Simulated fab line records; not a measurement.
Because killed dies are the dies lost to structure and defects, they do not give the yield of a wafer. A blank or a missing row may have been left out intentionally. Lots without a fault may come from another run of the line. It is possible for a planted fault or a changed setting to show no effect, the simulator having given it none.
Struck lot and sound lot, side by side ; flow n5Finfet ; 40 steps out of a route of 1938
Sound: wafers L896.2, L896.3, L896.5. Struck: wafer L913.1 (L913.4, L913.5, from the same lot, were not struck and are left out); the cause is given at the end.
For every step that has rows: the tool of each side, followed by ch and its chambers, followed by its first start. Under that, the readings that differ: sound wafers ; struck wafers ; difference of the means ; sigmas: that difference in standard deviations of wafers without a fault.
alike: readings with means less than 2 such deviations apart, plus words and numbers identical on both sides. not compared: withheld readings, readings lacking a value on some wafer, bounds such as >300 that could conceal the same value, and numbers that have no deviation in the record and whose values overlap.
The two part at a step that has a row with sigmas, a row that says differs or no value, or rows on one side only. Non-overlapping numbers with no deviation appear without sigmas and do not part them. A reading missing from all wafers of one side parts the sides only when that side holds two or more wafers.

N5_HKMG_FIN_STRIP_92: strips SOC in N2/H2, time 20 s.
  sound on rieDiel-03 ch 1,3, day 4 14:49; struck on rieDiel-06 ch 0, day 8 18:36
  alike: drypumpMotorCurrentA, oesProductAu, rfVppV, showerheadPlenumPTorr, throttleValvePct
  not compared: rfHoursCounterH
then, 4 steps without rows for these wafers: N5_HKMG_FIN_WET_ETCH_18 (etches TiN in SC1, time 55 s, target depth 5.2 nm, rinse time 30 s); N5_HKMG_FIN_STRIP_19 (strips in N2/H2, time 360 s); N5_HKMG_FIN_ALD_91 (deposits TiN, target thk 1 nm, pulse time 1 s, purge time 3 s); N5_HKMG_FIN_COAT_85 (time 60 s, resist thk 300 nm).
N5_HKMG_FIN_ETCH_86: etches SOC in N2/H2, stops on TiN, target depth 393.2 nm.
  sound on rieDiel-06 ch 0,1, day 4 15:41; struck on rieDiel-06 ch 1, day 8 19:28
  alike: drypumpMotorCurrentA, oesProductAu, rfVppV, showerheadPlenumPTorr, throttleValvePct
  not compared: rfHoursCounterH
then, 6 steps without rows for these wafers: N5_HKMG_FIN_STRIP_89 (strips SOC in N2/H2, time 20 s); N5_HKMG_FIN_WET_ETCH_87 (etches TiN in SC1, time 154.2 s, target depth 4.7 nm, rinse time 30 s); N5_HKMG_FIN_STRIP_88 (strips in N2/H2, time 360 s); N5_HKMG_FIN_NWFM_ALD_20 (deposits TiAlC, target thk 2 nm, pulse time 3 s, purge time 2 s); N5_HKMG_FIN_ALD_71 (deposits TiN, target thk 1 nm, pulse time 1 s, purge time 3 s); N5_HKMG_FIN_COAT_66 (time 60 s, resist thk 300 nm).
N5_HKMG_FIN_ETCH_67: etches SOC in N2/H2, stops on TiN, target depth 388.9 nm.
  sound on rieDiel-06 ch 0,1,2, day 4 16:46; struck on rieDiel-04 ch 1, day 8 20:32
reading;sound;struck;difference;sigmas
rfVppV (V);243.8 242.1 242.1;238.6;-4.1;-3
showerheadPlenumPTorr (Torr);2.72 2.60 2.61;2.43;-0.21;-2
  alike: drypumpMotorCurrentA, oesProductAu, throttleValvePct
  not compared: rfHoursCounterH
then, 5 steps without rows for these wafers: N5_HKMG_FIN_STRIP_90 (strips SOC in N2/H2, time 20 s); N5_HKMG_FIN_WET_ETCH_73 (etches the open film in SC1, time 42.3 s, target depth 1.3 nm, rinse time 30 s); N5_HKMG_FIN_ETCHBACK_68 (etches the open film in Cl2/Ar, stops on HfO2, target depth 0.5 nm); N5_HKMG_FIN_STRIP_69 (strips in N2/H2, time 360 s); N5_HKMG_FIN_ALD_21 (deposits TiN, target thk 1.5 nm, pulse time 1 s, purge time 3 s).
N5_HKMG_FIN_ALD_72: deposits W, target thk 2 nm, pulse time 1 s, purge time 2 s.
  sound on cvdW-02 ch 0,1, day 4 17:52; struck on cvdW-02 ch 0, day 8 21:38
reading;sound;struck;difference;sigmas
precursorPulseHeightRel;0.958 0.976 0.987;1.024;+0.050;+2
susceptorTempC (C);300.37 300.22 300.23;299.86;-0.41;-2
  alike: heaterPowerW
then, 8 steps without rows for these wafers: N5_HKMG_FIN_W_FILL_22 (material W, target thk 60 nm, time 18.2 s); N5_HKMG_FIN_PRECLEAN_83 (cleans in DIW, time 57.5 s); N5_HKMG_FIN_SRD_84 (dry time 32 s); N5_HKMG_FIN_CMP_23 (polishes, stops on SiNx, t overpolish 10 s, target thk 46.326 nm); N5_HKMG_FIN_CMP_94 (polishes, stops on SiNx, t overpolish 4.7 s, target thk 43.299 nm); N5_GATE_CUT_ETCHBACK_00 (etches W in SF6/Cl2); N5_GATE_CUT_ETCH_56 (etches TiN in Cl2/Ar, target depth 21.6 nm); N5_GATE_CUT_ETCHBACK_30 (etches TiN in Cl2/Ar, target depth 3 nm).
N5_GATE_CUT_VAPOR_ETCH_60: etches HfO2 in BCl3/Cl2.
  sound on rieMetal-03 ch 1, day 4 19:02; struck on rieMetal-02 ch 0, day 8 22:49
  alike: drypumpMotorCurrentA, oesProductAu
then, 1 step without rows for these wafers: N5_GATE_CUT_ETCH_58 (etches SiNx in CH3F/O2, target depth 17 nm, time 128.6 s).
N5_GATE_CUT_STRIP_59: strips in N2/H2, time 20 s.
  sound on rieDiel-02 ch 1,2, day 4 19:11; struck on rieDiel-02 ch 1, day 8 22:58
reading;sound;struck;difference;sigmas
oesProductAu (a.u.);0.70 0.66 0.70;0.94;+0.25;+3
  alike: drypumpMotorCurrentA, rfVppV, showerheadPlenumPTorr, throttleValvePct
  not compared: rfHoursCounterH
then, 9 steps without rows for these wafers: N5_GATE_CUT_PRECLEAN_31 (cleans in DIW, time 300 s); N5_GATE_CUT_SRD_32 (time 30 s); N5_GATE_CUT_SAC_CAP_01 (material SiNx, target thk 24 nm, pulse time 1 s, ald cycles 480); N5_GATE_CUT_PECVD_57 (deposits SiNx from SiH4/NH3/N2, target thk 21 nm); N5_GATE_CUT_CMP_02 (polishes, stops on SiO2, t overpolish 12.7 s, target thk 0 nm); N5_GATE_CUT_HM_DEP_46 (deposits SiO2 from TEOS/O2, target thk 130 nm, time 26.6 s); N5_GATE_CUT_COAT_34 (time 60 s, resist thk 60 nm); N5_GATE_CUT_COAT_35 (time 60 s, resist thk 10 nm); N5_GATE_CUT_COAT_27 (time 60 s, resist thk 10 nm).
-- here the record skips 9 days between the struck wafers' starts before and after, leaving off in module GATE_CUT and picking up in module PASSIVATION (first step shown: number 1936 of the route) --
N5_PASSIVATION_PROBE_49:
  rows exist in the record for the struck wafers here (prober-02, day 18 04:50), but not for the sound ones

== WHERE THEY PART ==
Last at N5_PASSIVATION_PROBE_49 as far as this record goes, first at N5_HKMG_FIN_ETCH_67.

WHY: what the simulator had put in
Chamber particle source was rieDiel-04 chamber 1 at N5_HKMG_FIN_ETCH_67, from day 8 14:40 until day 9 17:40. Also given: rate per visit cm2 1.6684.
